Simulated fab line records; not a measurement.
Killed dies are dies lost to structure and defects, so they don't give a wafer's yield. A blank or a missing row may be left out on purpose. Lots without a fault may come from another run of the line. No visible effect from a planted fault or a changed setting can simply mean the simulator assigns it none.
The tool behind it: which one? ; flow n5_finfet ; 36 wafers from 12 lots sampled at 2 of the route's 1938 steps

== WHAT THE GAUGES SHOWED, per wafer ==
N5_BEOL_M15_OVL_MEAS_29.
lot;measured;on;M15_OVL (nm)
L281;day 12 05:19;overlay-01;-9 -3 -4
L282;day 12 06:12;overlay-02;-3 19 -1
L284;day 12 21:13;overlay-01;2 -4 5
L285;day 13 14:05;overlay-02;2 5 -8
L286;day 13 13:52;overlay-01;0 2 -8
L288;day 13 17:57;overlay-02;6 9 3
L287;day 13 18:20;overlay-01;6 7 7
L289;day 13 19:22;overlay-02;-7 -10 -4
L290;day 14 06:00;overlay-02;-12 1 -10
L291;day 14 09:31;overlay-02;-3 0 1
L292;day 14 12:43;overlay-01;4 1 -5
L302;day 18 14:07;overlay-01;-3 -6 -6

== WHAT TOOL EACH LOT RAN ON (gives the tool, then ch and the chambers of the sampled wafers, and finally the start) ==
lot;N5_BEOL_M11_ECD_50
L281;ecd_cu-01 ch 0,1, day 11 08:13
L282;ecd_cu-01 ch 0,1, day 11 11:31
L284;ecd_cu-02 ch 0,1, day 11 23:34
L285;ecd_cu-02 ch 0,1, day 12 00:40
L286;ecd_cu-01 ch 0,1, day 12 01:10
L288;ecd_cu-02 ch 0,1, day 12 09:34
L287;ecd_cu-02 ch 0,1, day 12 17:08
L289;ecd_cu-01 ch 0,1, day 12 19:12
L290;ecd_cu-01 ch 0,1, day 13 02:56
L291;ecd_cu-01 ch 0,1, day 13 11:08
L292;ecd_cu-02 ch 0,1, day 13 13:45
L302;ecd_cu-02 ch 0,1, day 17 18:07
- N5_BEOL_M11_ECD_50: material Cu, target thk 318 nm.

== WHAT THE TOOLS THEMSELVES READ (means of the sampled wafers that have a number; where no wafer has one, the mark that the record gives instead) ==
The record holds no such reading with a usual standard deviation.

== THE ANSWER, worked out from the rows above alone ==
Rule: the lots themselves supply what counts as usual. The widest of any qualifying gaps counts: lots, ordered by their means at a reading, are off when they make up no more than a third of the lots, leave a main group of 4 or more, and stand apart from it by 3 or more times the standard deviation of that group's means. Not used: any main group whose means are identical at the precision the tables above print for the reading. Also off: a lot with no number at a reading for which 4 or more lots have one. The other lots that the step has rows for count as sound. After the gauges, taken in route order, come the tools' own readings; for these a lot's mean is taken, as printed above. At the first step where some lot is off, the reading lying furthest off is the one used; lots without a number count as furthest.
Across all readings shown, no lot is off: no conclusion can be drawn from this.

== WHAT WAS PUT IN BY THE SIMULATOR ==
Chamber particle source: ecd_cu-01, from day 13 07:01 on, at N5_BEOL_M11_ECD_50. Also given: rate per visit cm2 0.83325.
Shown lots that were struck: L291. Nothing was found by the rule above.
